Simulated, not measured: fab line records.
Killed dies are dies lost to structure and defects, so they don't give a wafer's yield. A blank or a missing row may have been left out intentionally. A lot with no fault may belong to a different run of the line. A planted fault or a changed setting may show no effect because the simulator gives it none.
fab line records	flow nandHarc
record: lots: 12	wafers: 36	lastDay: 32
route steps=1302 shown A_CHANNEL_HOLE_D1@478 A_CHANNEL_FILL_D1@492 END@1302
lots untouched by any fault: they come from a run of this same line in which no faults occurred
startH: start of the lot's first displayed wafer, in hours after the record's first day	waitH: time in hours since the lot's previous step	" as in the row above	L1.1+2: one row covering several wafers at once	- value missing, or start not given	* or withheld: withheld	< > ~ a bound
route shown NAME@n: a module of which the file shows steps, and the number in the route of the first	usual: mean/standard deviation of fault-free wafers	same: alike in all rows	chamber/n: place in a boat	sites: the reading at each site	_std_site: the standard deviation of these	_edge_site: the outer-site mean with the inner-site mean subtracted	radiusMm: how far each site lies from the wafer's centre	mask NAME#n: copy n	behind: the most recent tool/chamber to have shaped the wafer	hold: cause of the lot's hold/its duration in hours/its outcome	device: which transistor (n, p or np) failed to switch	end of line: the route-end tests of the same wafers	a step without rows: its recipe alone	killed: not the wafer's yield, but the dies lost to structure and defects at the first sort	map: a wafer's dies, x killed, . not, _ none there
set.NAME: the setting the step ran with; set.NAME@STEP: the setting that earlier step ran with	model.NAME: the simulator's own value behind a step, which no gauge read
steps of the route over a sample of lots; a table a step, a row a wafer
services: a tool's chamber out of use, with start hour (startH, from the record's first day; less than 0 if before it), hours out, and reason
== steps ==
step: NHARC_A_CHANNEL_HOLE_D1_ETCH_26
recipe: biasV: 300	sourceW: 2000	pressureMtorr: 30	timeS: 224.1	arFlowSccm: 375	c4f8FlowSccm: 11.4	o2FlowSccm: 113.6	tempC: -20	targetDepthA: 3000	chemistry: C4F8/O2/Ar
usual: drypumpMotorCurrentA: 5.85/0.27	o2FlowSccm: 113.6/0.31	showerheadPlenumPTorr: 3.62/0.16	throttleValvePct: 24.584/0.0089
lot.wafer	tool	chamber	startH	waitH	drypumpMotorCurrentA	o2FlowSccm	rfHoursCounterH	showerheadPlenumPTorr	throttleValvePct
L864.2	harEtch-01	0	193.30	0.6	6.02	113.8	95	3.57	24.580
L864.4	"	0	"	"	6.00	113.8	-	3.57	24.579
L864.6	"	1	"	"	6.14	113.5	-	3.78	24.581
L865.1	harEtch-01	0	200.31	0.6	5.99	114.0	99	3.57	24.594
L865.5	"	1	"	"	6.06	113.6	-	3.77	24.590
L865.6	"	0	"	"	6.00	113.3	-	3.57	24.586
L867.2	harEtch-01	1	216.24	0.7	6.12	113.6	107	3.77	24.578
L867.3	"	1	"	"	6.13	114.0	-	3.77	24.583
L867.4	"	0	"	"	6.02	113.9	-	3.57	24.576
L868.1	harEtch-01	1	230.22	0.7	6.05	113.1	115	3.77	24.595
L868.2	"	0	"	"	6.02	113.7	115	3.56	24.570
L868.6	"	0	"	"	6.01	113.5	-	3.56	24.597
L869.2	harEtch-02	0	245.53	0.7	5.77	113.9	340	3.42	24.580
L869.1	"	1	"	"	5.44	113.5	325	3.50	24.604
L869.6	"	1	"	"	5.48	113.1	-	3.50	24.569
L870.2	harEtch-01	0	246.47	0.7	5.99	113.1	126	3.56	24.566
L870.1	"	1	"	"	6.12	114.1	126	3.76	24.579
L870.4	"	0	"	"	6.00	113.8	-	3.56	24.586
L871.1	harEtch-02	1	253.44	1.5	5.42	113.0	332	3.50	24.585
L871.5	"	1	"	"	5.42	113.5	-	3.50	24.583
L871.6	"	1	"	"	5.41	113.0	-	3.50	24.591
L872.1	harEtch-01	1	267.23	0.6	6.09	113.9	133	3.75	24.587
L872.4	"	1	"	"	6.10	113.6	-	3.75	24.598
L872.5	"	0	"	"	6.00	113.8	-	3.55	24.578
L874.1	harEtch-02	1	286.03	1.5	5.42	113.4	356	3.48	24.591
L874.2	"	1	"	"	5.45	113.6	-	3.48	24.600
L874.6	"	1	"	"	5.42	113.7	-	3.48	24.586
L875.1	harEtch-02	1	294.46	1.5	5.43	113.3	364	3.48	24.590
L875.4	"	1	"	"	5.44	113.5	-	3.48	24.583
L875.6	"	1	"	"	5.44	113.2	-	3.48	24.587
L876.2	harEtch-02	0	300.06	0.6	5.77	113.6	343	3.99	24.588
L876.4	"	1	"	"	5.41	113.8	-	3.48	24.589
L876.6	"	0	"	"	5.76	113.4	-	3.99	24.584
L883.2	harEtch-02	1	378.19	0.6	5.47	113.9	418	3.45	24.580
L883.4	"	1	"	"	5.49	113.7	-	3.45	24.583
L883.6	"	0	"	"	5.74	113.3	-	3.96	24.588
step: NHARC_A_CHANNEL_HOLE_D1_XSEM_31
recipe: landingEnergyEv: 35000
usual: botCdNm: 74.7/1.1	bowNm: 8.64/0.27	tiltDeg: 0.07/0.04
lot.wafer	tool	chamber	startH	waitH	botCdNm	bowNm	tiltDeg
L864.2	xsem-02	0	195.12	0.1	75.4	8.55	0.09
L864.4	"	0	"	"	75.0	8.61	0.09
L864.6	"	0	"	"	75.9	8.51	0.09
L865.1	xsem-02	0	202.12	0.1	72.3	8.51	0.09
L865.5	"	0	"	"	72.2	8.50	0.09
L865.6	"	0	"	"	74.3	8.51	0.09
L867.2	xsem-01	0	218.06	0.1	74.0	8.59	0.01
L867.3	"	0	"	"	72.4	8.59	0.01
L867.4	"	0	"	"	73.2	8.55	0.01
L868.1	xsem-02	0	232.24	0.1	74.6	8.89	-0.02
L868.2	"	0	"	"	74.4	8.78	-0.02
L868.6	"	0	"	"	74.4	8.82	-0.02
L869.1	xsem-02	0	247.36	0.1	74.1	8.40	0.05
L869.2	"	0	"	"	76.0	8.41	0.05
L869.6	"	0	"	"	73.4	8.30	0.05
L870.1	xsem-01	0	248.30	0.1	75.7	8.51	0.04
L870.2	"	0	"	"	74.7	8.44	0.04
L870.4	"	0	"	"	73.4	8.50	0.04
L871.1	xsem-02	0	255.65	0.1	76.4	8.76	0.09
L871.5	"	0	"	"	74.7	8.80	0.09
L871.6	"	0	"	"	75.3	8.73	0.09
L872.1	xsem-01	0	269.02	0.1	75.8	8.81	0.13
L872.4	"	0	"	"	75.0	8.82	0.13
L872.5	"	0	"	"	73.9	8.73	0.13
L874.1	xsem-02	0	288.25	0.1	75.2	8.71	0.09
L874.2	"	0	"	"	75.5	8.71	0.09
L874.6	"	0	"	"	75.2	8.63	0.09
L875.1	xsem-02	0	296.98	0.1	73.7	8.94	0.04
L875.4	"	0	"	"	74.5	8.88	0.04
L875.6	"	0	"	"	74.1	8.94	0.04
L876.2	xsem-01	0	301.86	0.1	77.4	8.29	0.03
L876.4	"	0	"	"	75.5	8.33	0.03
L876.6	"	0	"	"	76.6	8.24	0.03
L883.2	xsem-02	0	380.00	0.1	74.6	8.53	0.05
L883.4	"	0	"	"	74.6	8.50	0.05
L883.6	"	0	"	"	74.3	8.64	0.06
step: NHARC_A_CHANNEL_FILL_D1_ALD_02
recipe: targetThkA: 60	pulseTimeS: 10	aldCycles: 60	tempC: 300	material: SiO2
usual: aldCycles: 60/0	heaterPowerW: 470/50	precursorPulseHeightRel: 1.001/0.021
lot.wafer	tool	chamber	startH	waitH	aldCycles	heaterPowerW	precursorPulseHeightRel
L864.4	aldHk-03	3	195.41	-	60	568	1.002
L864.2	"	1	"	"	60	444	0.974
L864.6	"	3	"	"	60	575	0.978
L865.1	aldHk-03	0	202.63	-	60	378	1.000
L865.5	"	1	"	"	60	451	0.982
L865.6	"	2	"	"	60	507	1.011
L867.2	aldHk-03	2	218.35	-	60	509	0.990
L867.3	"	3	"	"	60	568	1.007
L867.4	"	0	"	"	60	362	0.978
L868.2	aldHk-04	1	232.53	-	60	455	1.046
L868.1	"	0	"	"	60	453	1.011
L868.6	"	1	"	"	60	462	1.002
L869.2	aldHk-03	3	247.72	-	60	543	1.029
L869.1	"	0	"	"	60	374	1.045
L869.6	"	2	"	"	60	510	0.990
L870.4	aldHk-01	1	248.59	-	60	549	0.982
L870.1	"	3	"	"	60	541	0.985
L870.2	"	0	"	"	60	393	0.972
L871.1	aldHk-03	0	256.01	-	60	369	0.980
L871.5	"	3	"	"	60	542	1.017
L871.6	"	0	"	"	60	369	0.999
L872.4	aldHk-04	1	269.39	-	60	452	0.999
L872.1	"	3	"	"	60	464	0.988
L872.5	"	0	"	"	60	434	1.035
L874.1	aldHk-04	3	288.62	-	60	482	1.042
L874.2	"	0	"	"	60	444	1.032
L874.6	"	2	"	"	60	435	1.030
L875.4	aldHk-01	0	297.35	-	60	407	1.000
L875.1	"	1	"	"	60	560	1.021
L875.6	"	3	"	"	60	532	0.956
L876.2	aldHk-04	1	302.23	-	60	460	1.028
L876.4	"	3	"	"	60	454	1.009
L876.6	"	1	"	"	60	465	0.998
L883.2	aldHk-04	1	380.29	-	60	466	0.990
L883.4	"	2	"	"	60	434	0.994
L883.6	"	1	"	"	60	451	1.005
step: NHARC_A_CHANNEL_FILL_D1_ALD_25
recipe: targetThkA: 600	pulseTimeS: 10	aldCycles: 600	tempC: 300	material: SiOx
usual: aldCycles: 600/0	heaterPowerW: 471/52	precursorPulseHeightRel: 1.001/0.021
lot.wafer	tool	chamber	startH	waitH	aldCycles	heaterPowerW	precursorPulseHeightRel
L864.4	aldHk-01	3	231.76	0.1	600	538	0.976
L864.2	"	1	232.97	1.3	600	544	1.028
L864.6	"	3	234.18	2.5	600	531	0.979
L865.1	aldHk-04	0	241.98	0.1	600	449	0.998
L865.5	"	0	244.46	2.5	600	448	1.002
L865.6	"	1	"	"	600	464	1.000
L867.3	aldHk-04	2	256.06	0.7	600	457	0.968
L867.4	"	3	"	"	600	496	0.987
L867.2	"	0	"	"	600	445	1.002
L868.2	aldHk-01	0	271.73	0.7	600	409	0.993
L868.1	"	1	"	"	600	550	1.007
L868.6	"	3	273.59	2.5	600	533	0.982
L870.2	aldHk-01	1	283.67	0.1	600	548	0.979
L870.1	"	2	"	"	600	506	0.979
L870.4	"	0	285.54	1.9	600	398	1.013
L869.1	aldHk-03	0	284.90	1.3	600	377	0.991
L869.2	"	1	"	"	600	430	1.001
L869.6	"	2	"	"	600	502	0.987
L871.1	aldHk-03	1	296.11	0.7	600	416	0.999
L871.5	"	0	297.97	2.5	600	382	0.975
L871.6	"	1	"	"	600	431	0.987
L872.4	aldHk-04	1	306.57	1.3	600	476	0.978
L872.1	"	2	"	"	600	430	0.978
L872.5	"	3	"	"	600	462	0.982
L874.1	aldHk-04	2	323.23	1.5	600	435	0.996
L874.2	"	3	"	"	600	480	1.021
L874.6	"	1	325.05	3.3	600	468	0.956
L875.1	aldHk-03	1	335.24	1.3	600	425	0.994
L875.4	"	2	"	"	600	514	1.010
L875.6	"	0	337.08	3.1	600	384	1.019
L876.2	aldHk-04	1	341.12	0.7	600	466	1.013
L876.4	"	2	"	"	600	436	1.041
L876.6	"	0	342.98	2.5	600	435	1.014
L883.4	aldHk-01	1	421.36	0.7	531	541	0.987
L883.2	"	3	422.58	1.9	600	521	1.003
L883.6	"	0	"	"	600	405	1.016
step: NHARC_END_SORT_01
recipe: tempC: 25
usual: killedAtArray: 56/19	killedAtOther: 1.0/1.5	killedAtPeriphery: 3.4/2.4	killedDies: 60/19	killedOpen: 3.3/1.8	killedShort: 2.4/1.7
same: grossDies: 677
lot.wafer	tool	chamber	startH	waitH	killedAtArray	killedAtOther	killedAtPeriphery	killedDies	killedOpen	killedShort
L883.2	prober-01	0	762.24	2.8	60	1	4	65	3	3
L883.4	prober-01	0	763.85	3.4	56	0	4	60	3	1
L883.6	prober-01	0	765.46	4.0	69	0	1	70	2	0
killed by level:class
L883.2 A_CHANNEL_HOLE_D1:chamberFilmFlake=31 A_CHANNEL_HOLE_D2:chamberFilmFlake=14 A_CONTACT:chamberFilmFlake=4 A_SLIT:chamberFilmFlake=3 P_CONTACT:chamberFilmFlake=2 A_DECK1_JOINT:chamberFilmFlake=2 P_CONTACT:geometricParticle:short=1 P_M0:geometricParticle:open=1
L883.4 A_CHANNEL_HOLE_D1:chamberFilmFlake=31 A_CHANNEL_HOLE_D2:chamberFilmFlake=12 A_CONTACT:chamberFilmFlake=5 P_GATE:chamberFilmFlake=3 A_SLIT:chamberFilmFlake=2 P_GATE:geometricParticle:open=1 A_ONON_D1:geometricParticle:open=1 A_CHANNEL_FILL_D2:geometricParticle:short=1
L883.6 A_CHANNEL_HOLE_D1:chamberFilmFlake=26 A_CHANNEL_HOLE_D2:chamberFilmFlake=22 A_SLIT:chamberFilmFlake=10 A_CONTACT:chamberFilmFlake=5 A_M0:chamberFilmFlake=2 A_WL_FILL:geometricParticle:open=1 A_CONTACT:geometricParticle:open=1 P_CONTACT:chamberFilmFlake=1
== services ==
tool	chamber	startH	hours	kind
aldHk-03	-	225.05	10.0	pm
aldHk-03	0	225.05	10.0	ventCycle
aldHk-03	1	225.05	10.0	ventCycle
aldHk-03	2	225.05	10.0	ventCycle
aldHk-03	3	225.05	10.0	ventCycle
aldHk-03	0	235.05	-	clean
aldHk-03	1	235.05	-	clean
aldHk-03	2	235.05	-	clean
aldHk-03	3	235.05	-	clean
aldHk-04	0	259.18	10.0	ventCycle
aldHk-04	3	259.18	10.0	ventCycle
aldHk-04	0	269.18	-	clean
aldHk-04	1	269.18	-	clean
aldHk-04	2	269.18	-	clean
aldHk-04	3	269.18	-	clean
aldHk-01	-	299.18	10.0	pm
aldHk-01	-	333.77	25.4	repair
xsem-01	-	374.00	14.0	pm
harEtch-02	-	378.54	17.0	pm
aldHk-03	-	403.05	10.0	pm
aldHk-03	0	403.05	10.0	ventCycle
aldHk-03	1	403.05	10.0	ventCycle
aldHk-03	2	403.05	10.0	ventCycle
harEtch-01	-	420.10	1.0	repair
== key ==
firstSign: step: NHARC_A_CHANNEL_FILL_D1_ALD_25	reading: aldCycles	direction: down	sigmas: 99+	usual: 600	struck: 531
effect none on later readings
metAt NHARC_A_CHANNEL_FILL_D1_ALD_25
struckLots L883
struckWafers L883.4
testerLeftOut L883
notActingAt NHARC_A_CHANNEL_HOLE_D1_ETCH_26,NHARC_A_CHANNEL_HOLE_D1_XSEM_31,NHARC_A_CHANNEL_FILL_D1_ALD_02
onsetBetween 283.67 421.36
fault: kind: processParameterDrift	tool: aldHk-01	chamber: 1	onsetH: 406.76	steps: NHARC_A_CHANNEL_FILL_D1_ALD_25	channel: aldCycles	offset: -69	shape: step	endH: 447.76	actsIn: theseRecipesOnly	stated: 600
testerLeftOut: of these lots the tester's yield and bins aren't shown, on N5 and GAA mostly nor the transistor test; their killed dies are dies lost to structure and defects alone, not to doping, threshold or leakage, so they don't give the yield
